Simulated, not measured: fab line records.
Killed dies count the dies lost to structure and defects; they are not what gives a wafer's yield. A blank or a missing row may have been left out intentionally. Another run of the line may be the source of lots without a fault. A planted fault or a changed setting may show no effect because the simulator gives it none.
One fault seen from 2 desks :: flow n5_finfet :: each desk holds nothing but its own numbers, with what lay behind them at the end

== FROM THE METROLOGY DESK ==
What the gauges read, lot by lot, whatever tool the lot ran on: means of the sampled wafers that have a number. A lot is out of limits, marked OUT, if its mean lies more than 4 standard deviations from the usual mean; the brackets give that distance. 7 of its 10 readings are shown, namely those furthest out on some lot.
Columns: A = DIBL_P at N5_BEOL_M4_RC_MEAS_101, usual 35.2 mV/V; B = ION_N at N5_BEOL_M4_RC_MEAS_101, usual 670 uA/um; C = ION_P at N5_BEOL_M4_RC_MEAS_101, usual 460 uA/um; D = SS_N at N5_BEOL_M4_RC_MEAS_101, usual 71.2 mV/dec; E = SS_P at N5_BEOL_M4_RC_MEAS_101, usual 73.0 mV/dec; F = VT_N at N5_BEOL_M4_RC_MEAS_101, usual 251 mV; G = VT_P at N5_BEOL_M4_RC_MEAS_101, usual -251.4 mV
lot: L209
first seen here: day 9 00:25
A: 34.2
B: 668
C: 458
D: 70.8
E: 72.8
F: 252
G: -252.1

lot: L210
first seen here: day 9 18:31
A: 35.6
B: 660
C: 457
D: 71.0
E: 72.5
F: 257
G: -255.6

lot: L211
first seen here: day 9 22:12
A: 34.3
B: 669
C: 465
D: 70.9
E: 72.7
F: 251
G: -249.6

lot: L212
first seen here: day 10 14:41
A: 34.3
B: 657
C: 452
D: 70.9
E: 72.7
F: 254
G: -252.9

lot: L217
first seen here: day 11 00:35
A: 37.2
B: 678
C: 461
D: 72.0
E: 73.8
F: 247
G: -249.6

lot: L220
first seen here: day 12 01:58
A: 32.9
B: 655
C: 450
D: 71.2
E: 72.7
F: 254
G: -251.3

lot: L223
first seen here: day 12 16:12
A: 37.2
B: 676
C: 460
D: 71.3
E: 74.0
F: 248
G: -247.9

lot: L228
first seen here: day 13 21:32
A: 32.4
B: 679
C: 468
D: 70.9
E: 72.7
F: 252
G: -250.6

lot: L224
first seen here: day 14 03:11
A: 36.1
B: 672
C: 464
D: 71.2
E: 73.0
F: 253
G: -252.9
This desk's finding: nothing out of limits on any of the 9 lots.

== AT THE TOOL OWNER'S DESK: ald_metal-02 ==
The tool's own readings at N5_HKMG_FIN_ALD_21 (deposits TiN, target thk 1.5 nm, pulse time 1 s, purge time 3 s): means of the sampled wafers that have a number, for each lot that ran on this tool. A lot is out of limits, marked OUT, if its mean lies more than 4 standard deviations from the usual mean; the brackets give that distance.
Columns: A = heater_power_w at N5_HKMG_FIN_ALD_21, usual 873 W; B = precursor_pulse_height_rel at N5_HKMG_FIN_ALD_21, usual 1.002
lot: L211
first seen here: day 5 01:06
A: 847
B: 0.991

lot: L212
first seen here: day 5 06:33
A: 774
B: 1.012

lot: L217
first seen here: day 6 12:26
A: 909
B: 0.992

lot: L220
first seen here: day 7 10:20
A: 930
B: 1.025
This desk's finding: nothing out of limits on any of the 4 lots.

== TAKEN TOGETHER ==
Metrology desk: nothing out of limits seen.
Nothing out of limits was seen by the tool owner's desk.

== WHAT THE SIMULATOR HAD INSERTED ==
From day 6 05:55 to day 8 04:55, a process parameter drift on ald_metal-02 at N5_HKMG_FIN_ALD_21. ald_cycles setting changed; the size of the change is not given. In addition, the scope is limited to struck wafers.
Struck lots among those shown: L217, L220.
